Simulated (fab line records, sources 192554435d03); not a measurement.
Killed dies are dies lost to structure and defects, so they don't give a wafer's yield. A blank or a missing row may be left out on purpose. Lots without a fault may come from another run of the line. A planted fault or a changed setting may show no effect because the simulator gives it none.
fab line records | flow n5_finfet
record lots=9 wafers=27 last_day=20
route steps=1938 shown FIN_SAQP@132 FIN_CUT@165 BEOL_M4@1111 PASSIVATION@1936
lots that met no fault: from a run of the same line without faults
start_h: hours from the record's first day to the start of the lot's first wafer shown | wait_h: hours since the lot's step before | " the same as in the row above | L1.1+2: a row that stands for several wafers | - no value, or no start given | * or withheld: withheld | < > ~ a bound
route shown NAME@n: a module of which the file shows steps, and the number in the route of the first | usual: mean/standard deviation of fault-free wafers | same: alike in all rows | chamber/n: place in a boat | sites: the reading at each site | _std_site: their standard deviation | _edge_site: outer sites' mean less inner sites' | radius_mm: how far each site lies from the wafer's centre | mask NAME#n: copy n | behind: the tool/chamber that last shaped the wafer | hold: why the lot was held/for how many hours/how that ended | device: the transistor (n, p or np) that didn't switch | end of line: the same wafers' tests at the end of the route | a step without rows: its recipe alone | killed: dies lost to structure and defects at the first sort, not the wafer's yield | map: a wafer's dies, x killed, . not, _ none there
set.NAME: the setting as run; set.NAME@STEP: as run at that earlier step | model.NAME: the simulator's own value behind a step, which no gauge read
steps of the route over a sample of lots; a table a step, a row a wafer
services: from which hour (start_h, from the record's first day; less than 0 if before it) a tool's chamber was out of use, for how many hours, and why
## steps
# step N5_FIN_SAQP_RECESS_63
# recipe chemistry=HF/NH3 target=SiO2 target_depth_a=180 afs_cycles=3 temp_c=30 sublimation_temp_c=180 sublimation_time_s=60
# usual drypump_motor_current_A=5.79/0.093
# columns lot.wafer tool chamber start_h wait_h drypump_motor_current_A
L455.1 vapor_etch-02 1 36.96 0.1 5.97
L455.5 " 1 " " 5.94
L455.6 " 0 " " 5.71
L457.1 vapor_etch-02 0 49.11 0.1 5.67
L457.2 " 1 " " 5.95
L457.4 " 1 " " 5.95
L458.4 vapor_etch-01 1 55.01 0.2 5.81
L458.5 " 0 " " 5.69
L458.6 " 1 " " 5.82
L461.4 vapor_etch-01 0 72.67 0.2 5.69
L461.5 " 0 " " 5.63
L461.6 " 1 " " 5.81
L463.2 vapor_etch-01 1 84.29 0.1 5.83
L463.3 " 1 " " 5.82
L463.6 " 1 " " 5.83
L466.1 vapor_etch-01 1 104.89 0.1 5.81
L466.2 " 0 " " 5.72
L466.3 " 0 " " 5.71
L471.2 vapor_etch-01 0 132.87 0.1 5.72
L471.5 " 0 " " 5.72
L471.6 " 1 " " 5.82
L475.3 vapor_etch-01 1 156.77 0.2 5.83
L475.4 " 0 " " 5.72
L475.5 " 0 " " 5.74
L476.3 vapor_etch-02 1 162.21 0.2 5.94
L476.4 " 0 " " 5.69
L476.6 " 0 " " 5.70
# step N5_FIN_SAQP_STRIP_70
# recipe chemistry=N2/H2 power_w=500 temp_c=40 pressure_mtorr=50 rf_frequency_hz=6e+07 overash_fraction=0.3 bias_power_w=28 h2_frac=0.5 n2_flow_sccm=300 h2_flow_sccm=300
# usual drypump_motor_current_A=5.9/0.56 h2_flow_sccm=299.9/1.1 oes_product_au=0.79/0.094 rf_vpp_V=121.6/1.1 showerhead_plenum_p_Torr=3.33/0.13 throttle_valve_pct=18.9/0.34
# columns lot.wafer tool chamber start_h wait_h drypump_motor_current_A h2_flow_sccm oes_product_au rf_hours_counter_h rf_vpp_V showerhead_plenum_p_Torr throttle_valve_pct
L455.1 rie_diel-02 1 37.52 0.0 5.6 300.5 0.69 238 121.9 3.33 19.1
L455.5 " 3 " " 6.8 299.5 0.92 - 122.8 3.59 19.2
L455.6 " 2 " " 6.5 301.4 0.83 - 120.8 3.26 18.8
L457.1 rie_diel-05 1 49.66 0.0 5.2 299.9 0.74 169 121.6 3.34 18.3
L457.2 " 3 " " 5.3 299.3 0.75 144 122.4 3.39 19.0
L457.4 " 1 " " 5.2 299.6 0.75 - 122.2 3.34 18.3
L458.4 rie_diel-05 1 55.53 0.0 5.1 299.9 0.74 171 121.8 3.34 18.3
L458.5 " 2 " " 5.9 299.0 0.89 - 120.2 3.41 18.2
L458.6 " 1 " " 5.2 298.8 0.74 - 123.2 3.34 18.3
L461.4 rie_diel-02 3 73.12 0.0 6.8 300.6 0.87 - 122.8 3.58 19.2
L461.5 " 2 " " 6.5 299.1 0.81 - 120.6 3.26 18.9
L461.6 " 1 " " 5.6 299.5 0.68 - 120.3 3.32 19.2
L463.2 rie_diel-05 3 84.86 0.0 5.3 300.2 0.75 156 122.1 3.38 19.1
L463.3 " 0 " " 6.4 298.6 0.71 214 121.2 3.19 19.3
L463.6 " 2 " " 5.8 298.4 0.88 - 123.3 3.41 18.2
L466.1 rie_diel-02 2 105.50 0.0 6.5 300.3 0.80 121 120.7 3.25 18.9
L466.2 " 0 " " 5.3 300.6 0.91 12 123.2 3.57 18.7
L466.3 " 1 " " 5.7 300.7 0.98 3 121.6 3.32 18.7
L471.2 rie_diel-03 1 133.42 0.0 6.3 301.7 0.89 34 123.4 3.30 19.1
L471.5 " 2 " " 5.8 301.9 0.67 - 120.5 3.16 18.9
L471.6 " 3 " " 6.0 297.8 0.67 - 119.4 3.19 19.2
L475.3 rie_diel-03 0 157.20 0.0 5.0 300.2 0.71 201 121.9 3.32 18.9
L475.4 " 3 " " 6.0 300.4 0.66 - 120.0 3.18 19.2
L475.5 " 0 " " 5.0 298.1 0.71 - 122.0 3.32 18.9
L476.3 rie_diel-05 3 162.64 0.0 5.3 298.9 0.73 180 122.4 3.37 19.1
L476.4 " 0 " " 6.4 299.6 0.69 238 121.4 3.18 19.3
L476.6 " 1 " " 5.2 299.9 0.72 - 120.8 3.33 18.4
# step N5_FIN_SAQP_RECESS_71
# recipe chemistry=HF/NH3 target=SiO2 target_depth_a=30 afs_cycles=1 temp_c=30 sublimation_temp_c=180 sublimation_time_s=60
# usual drypump_motor_current_A=5.81/0.11
# columns lot.wafer tool chamber start_h wait_h drypump_motor_current_A
L455.1 vapor_etch-02 0 37.58 0.0 5.68
L455.5 " 1 " " 5.94
L455.6 " 0 " " 5.70
L457.1 vapor_etch-01 0 49.72 0.0 5.71
L457.2 " 1 " " 5.83
L457.4 " 0 " " 5.71
L458.4 vapor_etch-02 1 55.63 0.1 5.95
L458.5 " 1 " " 5.95
L458.6 " 0 " " 5.75
L461.4 vapor_etch-02 0 73.21 0.1 5.68
L461.5 " 0 " " 5.72
L461.6 " 1 " " 5.96
L463.2 vapor_etch-01 0 85.01 0.1 5.69
L463.3 " 0 " " 5.70
L463.6 " 1 " " 5.83
L466.1 vapor_etch-02 0 105.63 0.1 5.72
L466.2 " 1 " " 5.97
L466.3 " 1 " " 5.98
L471.2 vapor_etch-02 1 133.48 0.0 5.97
L471.5 " 1 " " 5.95
L471.6 " 0 " " 5.64
L475.3 vapor_etch-02 0 157.30 0.1 5.73
L475.4 " 1 " " 5.93
L475.5 " 1 " " 5.93
L476.3 vapor_etch-02 1 164.08 1.4 5.97
L476.4 " 0 " " 5.69
L476.6 " 0 " " 5.70
# step N5_FIN_SAQP_OCD_MEAS_76
# usual trench_depth_nm=120.2/2
# columns lot.wafer tool chamber start_h wait_h trench_depth_nm
L455.1 ocd-01 - 38.81 0.0 120.2
L455.5 " - " " 121.9
L455.6 " - " " 121.5
L457.1 ocd-01 - 51.02 0.0 118.2
L457.2 " - " " 120.3
L457.4 " - " " 123.3
L458.4 ocd-02 - 56.81 0.0 119.2
L458.5 " - " " 119.8
L458.6 " - " " 121.4
L461.4 ocd-02 - 74.47 0.0 119.6
L461.5 " - " " 122.6
L461.6 " - " " 119.3
L463.2 ocd-01 - 86.42 0.0 122.7
L463.3 " - " " 119.3
L463.6 " - " " 122.1
L466.1 ocd-02 - 106.90 0.0 119.1
L466.2 " - " " 119.0
L466.3 " - " " 121.2
L471.2 ocd-01 - 134.71 0.0 120.1
L471.5 " - " " 120.4
L471.6 " - " " 121.2
L475.3 ocd-01 - 158.51 0.0 120.7
L475.4 " - " " 117.3
L475.5 " - " " 115.1
L476.3 ocd-01 - 165.47 0.0 121.8
L476.4 " - " " 119.4
L476.6 " - " " 121.0
# step N5_FIN_SAQP_INSPECT_40
# recipe inspect_instrument=brightfield mode=aei
# usual raw_defect_count=226/60
# columns lot.wafer tool chamber start_h wait_h raw_defect_count
L455.1 defect_inspect-01 - 38.84 0.0 145
L455.5 " - " " 219
L455.6 " - " " 184
L457.1 defect_inspect-02 - 51.05 0.0 167
L457.2 " - " " 222
L457.4 " - " " 204
L458.4 defect_inspect-01 - 56.84 0.0 239
L458.5 " - " " 244
L458.6 " - " " 206
L461.4 defect_inspect-01 - 74.50 0.0 208
L461.5 " - " " 171
L461.6 " - " " 242
L463.2 defect_inspect-01 - 86.45 0.0 281
L463.3 " - " " 208
L463.6 " - " " 213
L466.1 defect_inspect-02 - 106.93 0.0 219
L466.2 " - " " 560
L466.3 " - " " 155
L471.2 defect_inspect-02 - 134.74 0.0 159
L471.5 " - " " 241
L471.6 " - " " 123
L475.3 defect_inspect-01 - 158.54 0.0 320
L475.4 " - " " 169
L475.5 " - " " 184
L476.3 defect_inspect-01 - 165.50 0.0 232
L476.4 " - " " 111
L476.6 " - " " 377
# step N5_FIN_CUT_INSPECT_10
# recipe mode=adi inspect_instrument=brightfield
# usual raw_defect_count=41/11
# columns lot.wafer tool chamber start_h wait_h raw_defect_count
L455.1 defect_inspect-01 - 39.35 0.1 28
L455.5 " - " " 27
L455.6 " - " " 22
L457.1 defect_inspect-02 - 51.44 0.1 36
L457.2 " - " " 38
L457.4 " - " " 39
L458.4 defect_inspect-01 - 57.36 0.0 37
L458.5 " - " " 45
L458.6 " - " " 36
L461.4 defect_inspect-02 - 75.02 0.0 49
L461.5 " - " " 45
L461.6 " - " " 46
L463.2 defect_inspect-02 - 86.97 0.0 40
L463.3 " - " " 45
L463.6 " - " " 35
L466.1 defect_inspect-01 - 107.45 0.1 33
L466.2 " - " " 319
L466.3 " - " " 25
L471.2 defect_inspect-02 - 135.26 0.0 31
L471.5 " - " " 38
L471.6 " - " " 38
L475.3 defect_inspect-02 - 159.03 0.0 45
L475.4 " - " " 40
L475.5 " - " " 37
L476.3 defect_inspect-01 - 166.02 0.0 45
L476.4 " - " " 29
L476.6 " - " " 56
# step N5_FIN_CUT_INSPECT_17
# recipe inspect_instrument=brightfield mode=aei
# usual raw_defect_count=229/59
# columns lot.wafer tool chamber start_h wait_h raw_defect_count
L455.1 defect_inspect-01 - 40.30 0.0 155
L455.5 " - " " 219
L455.6 " - " " 186
L457.1 defect_inspect-02 - 53.14 0.0 184
L457.2 " - " " 233
L457.4 " - " " 216
L458.4 defect_inspect-01 - 58.30 0.0 238
L458.5 " - " " 252
L458.6 " - " " 215
L461.4 defect_inspect-01 - 75.97 0.0 208
L461.5 " - " " 183
L461.6 " - " " 266
L463.2 defect_inspect-02 - 88.53 0.0 290
L463.3 " - " " 221
L463.6 " - " " 224
L466.1 defect_inspect-02 - 108.42 0.0 222
L466.2 " - " " 544
L466.3 " - " " 165
L471.2 defect_inspect-01 - 136.22 0.0 154
L471.5 " - " " 241
L471.6 " - " " 119
L475.3 defect_inspect-01 - 159.98 0.0 310
L475.4 " - " " 182
L475.5 " - " " 188
L476.3 defect_inspect-01 - 167.20 0.0 232
L476.4 " - " " 120
L476.6 " - " " 378
# step N5_BEOL_M4_RC_MEAS_101
# usual DIBL_N=37.0/1.6 DIBL_P=37.0/2.1 IOFF_N=0.17/0.032 IOFF_P=0.22/0.043 ION_N=679/13 ION_P=465/9.5 SS_N=71.7/0.59 SS_P=73.6/0.64 VT_N=249/3.2 VT_P=-249/4.1
# columns lot.wafer tool chamber start_h wait_h DIBL_N[mV/V] DIBL_P[mV/V] IOFF_N[nA/um] IOFF_P[nA/um] ION_N[uA/um] ION_P[uA/um] SS_N[mV/dec] SS_P[mV/dec] VT_N[mV] VT_P[mV]
L457.1 prober-02 0 237.69 0.0 39.1 40.2 0.24 0.30 680 467 72.0 74.4 245 -247
L457.2 " 0 " " 34.8 35.0 0.13 0.19 659 463 71.8 73.2 254 -249
L457.4 " 0 " " 36.4 37.1 0.18 0.23 685 468 72.3 73.3 250 -248
L455.1 prober-01 0 239.38 0.0 37.1 37.7 0.15 0.20 663 453 72.1 74.2 252 -254
L455.5 " 0 " " 36.9 37.9 0.15 0.20 678 467 71.6 74.0 253 -254
L455.6 " 0 " " 35.1 35.9 0.13 0.19 679 467 71.2 73.1 253 -250
L458.4 prober-01 0 259.11 0.5 38.3 38.2 0.19 0.23 691 469 72.0 73.2 246 -249
L458.5 " 0 " " 39.5 38.6 0.22 0.24 683 465 72.1 74.2 241 -248
L458.6 " 0 " " 38.3 38.5 0.20 0.22 685 467 71.9 73.5 245 -250
L463.2 prober-01 0 289.23 0.2 37.5 38.7 0.18 0.22 673 464 71.7 74.2 248 -253
L463.3 " 0 " " 36.7 37.8 0.17 0.20 681 461 71.0 73.7 248 -253
L463.6 " 0 " " 35.6 38.1 0.15 0.19 673 457 71.5 73.7 250 -255
L461.4 prober-01 0 295.91 0.5 38.4 38.6 0.20 0.24 692 471 71.3 73.9 246 -247
L461.5 " 0 " " 38.3 39.0 0.21 0.25 705 473 71.4 74.3 243 -247
L461.6 " 0 " " 37.5 37.0 0.18 0.22 677 462 71.6 73.4 249 -248
L466.1 prober-02 0 306.04 0.0 35.3 33.1 0.14 0.21 687 479 71.6 72.5 248 -247
L466.2 " 0 " " 36.5 34.2 0.16 0.23 680 470 71.4 73.4 251 -245
L466.3 " 0 " " 37.6 36.0 0.18 0.25 684 471 72.2 73.7 248 -245
L471.2 prober-02 0 363.81 0.2 36.9 37.1 0.17 0.22 685 469 71.9 73.2 249 -251
L471.5 " 0 " " 36.9 37.8 0.16 0.24 666 461 71.8 73.5 252 -251
L471.6 " 0 " " 36.6 35.7 0.16 0.21 689 467 71.4 73.7 250 -250
L475.3 prober-02 0 375.05 0.3 38.4 39.5 0.22 0.32 700 492 71.9 74.2 243 -240
L475.4 " 0 " " 39.6 40.4 0.26 0.36 719 489 72.6 75.2 241 -240
L475.5 " 0 " " 39.7 40.2 0.25 0.35 707 487 72.2 74.7 242 -238
L476.3 prober-01 0 377.48 0.3 35.9 33.4 0.13 0.17 649 447 71.5 72.9 253 -255
L476.4 " 0 " " 35.7 34.1 0.14 0.18 667 449 71.5 73.3 248 -253
L476.6 " 0 " " 36.5 36.1 0.16 0.22 661 460 72.2 73.4 249 -251
# step N5_PASSIVATION_PROBE_49
# usual defect_limited_yield=91.2/1.6 killed_at_M0_to_M3=33/11 killed_at_M4_up=14/5 killed_at_contacts=12/5.8 killed_at_front_end=41/12 killed_at_other=3.5/2.9 killed_dies=104/19 killed_open=68/14 killed_short=34/8.8 sort_bin_4_leakage=0.00/0.017 sort_bin_5_function=5.2/1.1 sort_bin_6_memory=3.2/0.71 sort_bin_8_speed=0.00/0.0071 sort_n_pass=1076/19 sort_yield_pct=91.2/1.6
# same gross_dies=1180 killed_at_back_side=0
# columns lot.wafer tool chamber start_h wait_h defect_limited_yield[%] killed_at_M0_to_M3 killed_at_M4_up killed_at_contacts killed_at_front_end killed_at_other killed_dies killed_open killed_short sort_bin_4_leakage[%] sort_bin_5_function[%] sort_bin_6_memory[%] sort_bin_8_speed[%] sort_n_pass sort_yield_pct[%]
L455.1 prober-01 - 349.00 0.0 90.1 30 14 12 54 7 117 79 35 0 5.7 4.0 0 1063 90.1
L455.5 prober-01 - 349.20 0.2 91.4 37 13 5 45 1 101 61 39 0 4.7 3.5 0 1079 91.4
L455.6 prober-01 - 349.25 0.3 91.0 23 8 13 56 6 106 66 40 0 5.7 3.0 0 1074 91.0
L458.4 prober-02 - 370.76 0.2 90.3 26 14 15 57 3 115 79 36 0 5.7 3.7 0 1065 90.3
L458.5 prober-02 - 370.81 0.2 91.1 18 20 14 49 4 105 76 27 0 5.7 2.7 0 1075 91.1
L458.6 prober-02 - 370.86 0.3 88.9 34 16 11 59 11 131 100 31 0 6.9 3.8 0 1049 88.9
L463.2 prober-02 - 391.33 0.1 91.2 22 20 12 45 5 104 59 45 0 5.7 2.7 0 1076 91.2
L463.3 prober-02 - 391.38 0.1 91.6 45 13 8 29 4 99 60 39 0 5.0 3.0 0 1081 91.6
L463.6 prober-02 - 391.53 0.3 92.7 26 12 15 32 1 86 61 25 0 5.0 2.1 0 1094 92.7
L461.4 prober-02 - 398.01 0.2 90.9 23 10 24 43 7 107 70 37 0 5.0 3.6 0 1073 90.9
L461.5 prober-02 - 398.06 0.2 89.4 48 15 16 41 5 125 72 49 0 6.1 4.1 0 1055 89.4
L461.6 prober-02 - 398.11 0.3 89.0 43 7 21 55 4 130 86 44 0 7.6 3.1 0 1050 89.0
L466.1 prober-01 - 416.18 0.0 87.4 32 12 24 69 12 149 90 59 0 7.4 4.7 0 1031 87.4
L466.2 prober-01 - 416.23 0.1 82.5 42 6 21 131 7 207 65 41 0 10.5 5.5 0 973 82.5
L466.3 prober-01 - 416.28 0.1 87.7 48 12 16 56 13 145 92 53 0 7.1 4.6 0 1035 87.7
# killed by level:class
L455.1 STI_FIN_REVEAL:geometric_particle:open=13 FIN_SAQP:geometric_particle:short=10 DUMMY_GATE:geometric_particle:open=8 MOL_CONTACT_COAG:geometric_particle:open=8 BEOL_M0_SAQP:geometric_particle:open=7 BEOL_M3:geometric_particle:open=7 BEOL_M2:geometric_particle:open=6 BEOL_M1:geometric_particle:open=5
L455.5 BEOL_M2:geometric_particle:open=10 FIN_SAQP:geometric_particle:short=8 BEOL_M0_SAQP:geometric_particle:short=8 FIN_SAQP:geometric_particle:open=7 BEOL_M4:geometric_particle:open=7 GATE_CUT:geometric_particle:open=6 BEOL_M1:geometric_particle:open=6 STARTING-WAFER:geometric_particle:short=6
L455.6 FIN_SAQP:geometric_particle:short=17 FIN_SAQP:geometric_particle:open=13 MOL_CONTACT_COAG:geometric_particle:open=11 STI_FIN_REVEAL:geometric_particle:open=7 BEOL_M2:geometric_particle:open=7 BEOL_M4:geometric_particle:open=6 BEOL_M2:geometric_particle:short=5 BEOL_M1:geometric_particle:open=4
L458.4 STI_FIN_REVEAL:geometric_particle:open=17 FIN_SAQP:geometric_particle:open=13 BEOL_M4:geometric_particle:open=11 MOL_CONTACT_COAG:geometric_particle:open=10 BEOL_M3:geometric_particle:open=8 GATE_CUT:geometric_particle:short=6 MOL_CONTACT_COAG:geometric_particle:short=5 BEOL_M0_SAQP:geometric_particle:open=5
L458.5 STI_FIN_REVEAL:geometric_particle:open=20 MOL_CONTACT_COAG:geometric_particle:open=10 BEOL_M0_SAQP:geometric_particle:open=7 BEOL_M4:geometric_particle:open=7 DUMMY_GATE:geometric_particle:open=6 ILD0:geometric_particle:short=5 GATE_CUT:geometric_particle:open=5 BEOL_M4:geometric_particle:short=5
L458.6 FIN_SAQP:geometric_particle:open=21 STI_FIN_REVEAL:geometric_particle:open=19 BEOL_M2:geometric_particle:open=11 BEOL_M4:geometric_particle:open=9 MOL_CONTACT_COAG:geometric_particle:open=7 BEOL_M3:geometric_particle:open=7 BEOL_M1:geometric_particle:short=5 MIM_BOT:geometric_particle:short=5
L463.2 FIN_SAQP:geometric_particle:short=11 MOL_CONTACT_COAG:geometric_particle:open=9 BEOL_M4:geometric_particle:open=9 FIN_SAQP:geometric_particle:open=7 STI_FIN_REVEAL:geometric_particle:open=7 BEOL_M0_SAQP:geometric_particle:short=7 BEOL_M1:geometric_particle:open=6 BEOL_M4:geometric_particle:short=4
L463.3 BEOL_M0_SAQP:geometric_particle:open=10 BEOL_M3:geometric_particle:short=10 BEOL_M3:geometric_particle:open=10 FIN_SAQP:geometric_particle:short=6 FIN_SAQP:geometric_particle:open=6 MOL_CONTACT_COAG:geometric_particle:open=6 BEOL_M0_SAQP:geometric_particle:short=5 DUMMY_GATE:geometric_particle:open=4
L463.6 MOL_CONTACT_COAG:geometric_particle:open=13 FIN_SAQP:geometric_particle:open=10 BEOL_M0_SAQP:geometric_particle:short=7 BEOL_M4:geometric_particle:open=7 STI_FIN_REVEAL:geometric_particle:open=6 BEOL_M0_SAQP:geometric_particle:open=5 FIN_SAQP:geometric_particle:short=4 BEOL_M3:geometric_particle:short=4
L461.4 MOL_CONTACT_COAG:geometric_particle:open=18 FIN_SAQP:geometric_particle:short=9 FIN_SAQP:geometric_particle:open=8 STI_FIN_REVEAL:geometric_particle:open=7 MOL_CONTACT_COAG:geometric_particle:short=6 BEOL_M3:geometric_particle:open=6 BEOL_M4:geometric_particle:open=5 BEOL_M0_SAQP:geometric_particle:open=4
L461.5 BEOL_M3:geometric_particle:open=13 MOL_CONTACT_COAG:geometric_particle:open=12 BEOL_M0_SAQP:geometric_particle:short=11 BEOL_M0_SAQP:geometric_particle:open=11 STI_FIN_REVEAL:geometric_particle:open=8 ILD0:geometric_particle:short=6 GATE_CUT:geometric_particle:short=6 BEOL_M3:geometric_particle:short=6
L461.6 MOL_CONTACT_COAG:geometric_particle:open=18 STI_FIN_REVEAL:geometric_particle:open=17 BEOL_M0_SAQP:geometric_particle:short=10 FIN_SAQP:geometric_particle:short=9 BEOL_M1:geometric_particle:open=9 BEOL_M0_SAQP:geometric_particle:open=8 BEOL_M3:geometric_particle:open=7 ILD0:geometric_particle:short=6
L466.1 MOL_CONTACT_COAG:geometric_particle:open=22 FIN_SAQP:geometric_particle:short=17 FIN_SAQP:geometric_particle:open=10 GATE_CUT:geometric_particle:short=10 BEOL_M0_SAQP:geometric_particle:short=9 GATE_CUT:geometric_particle:open=8 BEOL_M3:geometric_particle:open=8 DUMMY_GATE:geometric_particle:open=7
L466.2 FIN_SAQP:unspecified=97 BEOL_M0_SAQP:geometric_particle:short=17 MOL_CONTACT_COAG:geometric_particle:open=15 BEOL_M0_SAQP:geometric_particle:open=13 FIN_SAQP:geometric_particle:short=6 MOL_CONTACT_COAG:geometric_particle:short=6 DUMMY_GATE:geometric_particle:open=5 MIM_TOP_ETCH:geometric_particle:open=5
L466.3 FIN_SAQP:geometric_particle:open=15 MOL_CONTACT_COAG:geometric_particle:open=15 FIN_SAQP:geometric_particle:short=14 BEOL_M0_SAQP:geometric_particle:short=13 BEOL_M2:geometric_particle:open=10 BEOL_M3:geometric_particle:open=9 BEOL_M0_SAQP:geometric_particle:open=8 GATE_CUT:geometric_particle:short=7
## services
# columns tool chamber start_h hours kind
rie_diel-03 2 21.06 2.4 repair
vapor_etch-01 - 21.67 0.5 repair
rie_diel-03 0 24.19 6.4 repair
rie_diel-05 0 42.29 10.2 repair
rie_diel-03 1 47.80 6.4 repair
rie_diel-02 3 56.63 1.3 repair
rie_diel-02 0 58.10 - clean
rie_diel-02 0 58.10 - consumable_replace:focus_ring
rie_diel-02 0 58.10 - consumable_replace:showerhead
rie_diel-02 0 58.10 22.5 scheduled_down
rie_diel-02 0 58.10 22.5 vent_cycle
vapor_etch-02 0 74.67 14.5 repair
rie_diel-02 1 80.63 - clean
rie_diel-02 1 80.63 - consumable_replace:focus_ring
rie_diel-02 1 80.63 17.0 scheduled_down
rie_diel-02 1 80.63 17.0 vent_cycle
rie_diel-03 2 92.46 1.3 repair
vapor_etch-01 - 104.39 0.1 repair
vapor_etch-02 - 119.01 0.5 repair
rie_diel-03 - 145.13 5.1 repair
rie_diel-05 - 153.20 0.2 repair
rie_diel-03 2 155.59 - clean
rie_diel-03 2 155.59 - consumable_replace:focus_ring
vapor_etch-01 - 160.52 4.2 repair
## key
first_sign step=N5_FIN_SAQP_INSPECT_40 reading=raw_defect_count direction=up sigmas=5.6 usual=226 struck=560
effect step=N5_FIN_CUT_INSPECT_10 reading=raw_defect_count direction=up sigmas=25 usual=41 struck=319
effect step=N5_FIN_CUT_INSPECT_17 reading=raw_defect_count direction=up sigmas=5.3 usual=229 struck=544
effect step=N5_PASSIVATION_PROBE_49 reading=killed_at_front_end direction=up sigmas=7.2 usual=41 struck=131
more_kills_born_at N5_FIN_SAQP_STRIP_70@rie_diel-02=97
met_at N5_FIN_SAQP_STRIP_70
struck_lots L466
struck_wafers L466.2
not_acting_at N5_FIN_SAQP_RECESS_63,N5_FIN_SAQP_RECESS_71,N5_FIN_SAQP_OCD_MEAS_76
fault kind=chamber_particle_source tool=rie_diel-02 chamber=0 onset_h=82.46 steps=N5_FIN_SAQP_STRIP_70 rate_per_visit_cm2=0.44738 end_h=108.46
